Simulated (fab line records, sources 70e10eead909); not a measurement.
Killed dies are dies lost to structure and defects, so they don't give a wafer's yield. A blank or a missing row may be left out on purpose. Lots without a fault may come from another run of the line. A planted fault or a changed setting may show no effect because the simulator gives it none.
Problem report in the 8D (eight disciplines) form, filled by code | flow nand_harc | the parts of the form that need people (team, actions taken, sign-off) are left out

1. THE PROBLEM
run_length_s at NHARC_A_STAIRCASE_TRIM_198 reads a mean of 209.7 s on 6 wafers of 2 lots; wafers without a fault read 232.5 s with a standard deviation of 0.39. That is -59 standard deviations from the usual mean.
The step: chemistry O2, time 211.2 s.
First seen on wafer L709.4, day 20 17:43, on rie_diel-05. The record holds 33 wafers of 11 lots with a number at this step. Rule for "out", or "out of limits": more than 4 standard deviations from the usual mean. The other wafers with a number count as sound.

2. WHAT IT IS AND WHAT IT IS NOT
question                    | is                     | is not
which readings at this step | run_length_s           | drypump_motor_current_A, showerhead_plenum_p_Torr
which lots                  | L709, L712             | L696, L698, L699, L700, L701, L702, L703, L715, L717
which wafers of those lots  | all that have a number | -
read on which tools         | rie_diel-05            | rie_diel-03, rie_diel-04
when                        | from day 20 17:43      | up to then (21 sound wafers); but 6 sound wafers of L715, L717 came after

3. SUSPECTS, AND WHAT RULES EACH OUT
Counting: a tool at a process step up to the reading stays a suspect if it ran every lot that is out and no sound lot after the first of them.
- rie_diel-03 at NHARC_A_STAIRCASE_ETCH_190 (etches the open film in C4F8/O2, target depth 100 nm, time 40.5 s): kept. It ran every lot that is out, first L709 (day 20 17:25), and no sound lot after that; its last sound lot up to then is L703 (day 18 06:48). NHARC_A_STAIRCASE_ETCH_190 gives no start for some lots, so the hours and the order of its lots are those of NHARC_A_STAIRCASE_TRIM_196.
- rie_diel-05 at NHARC_A_STAIRCASE_TRIM_196 (chemistry O2, time 211.2 s): kept. It ran every lot that is out, first L709 (day 20 17:25), and no sound lot after that; its last sound lot up to then is L702 (day 18 09:42).
- rie_diel-05 at NHARC_A_STAIRCASE_TRIM_198 (chemistry O2, time 211.2 s): kept. It ran every lot that is out, first L709 (day 20 17:43), and no sound lot after that; its last sound lot up to then is L702 (day 18 10:00). Its own readings are out on those wafers: run_length_s.
Left after counting: rie_diel-03 at NHARC_A_STAIRCASE_ETCH_190, rie_diel-05 at NHARC_A_STAIRCASE_TRIM_196, rie_diel-05 at NHARC_A_STAIRCASE_TRIM_198.

4. THE CAUSE (what the simulator had put in)
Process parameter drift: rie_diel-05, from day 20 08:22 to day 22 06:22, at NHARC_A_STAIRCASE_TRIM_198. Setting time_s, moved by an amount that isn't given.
Counting left 3 suspects, and this tool is among them.

5. THE CHAIN OF EFFECTS, in route order
Each row: a reading whose mean over the struck wafers that have a number lies more than 3 standard deviations from the usual. Only readings for which the record gives a usual standard deviation are gone through. hours: the time from each lot's start at the first step in this table that gives one to its start at this step, as a median over the lots. sigmas: the change in usual standard deviations.
hours | step                       | reading      | usual   | on struck wafers | change | sigmas
0     | NHARC_A_STAIRCASE_TRIM_198 | run_length_s | 232.5 s | 209.7            | -22.8  | -59
The process steps in it:
- NHARC_A_STAIRCASE_TRIM_198: chemistry O2, time 211.2 s.

6. WHAT WOULD HAVE CAUGHT IT SOONER
In this record the first reading out of limits was taken at day 20 17:43, 9 hours after the fault began at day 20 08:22.
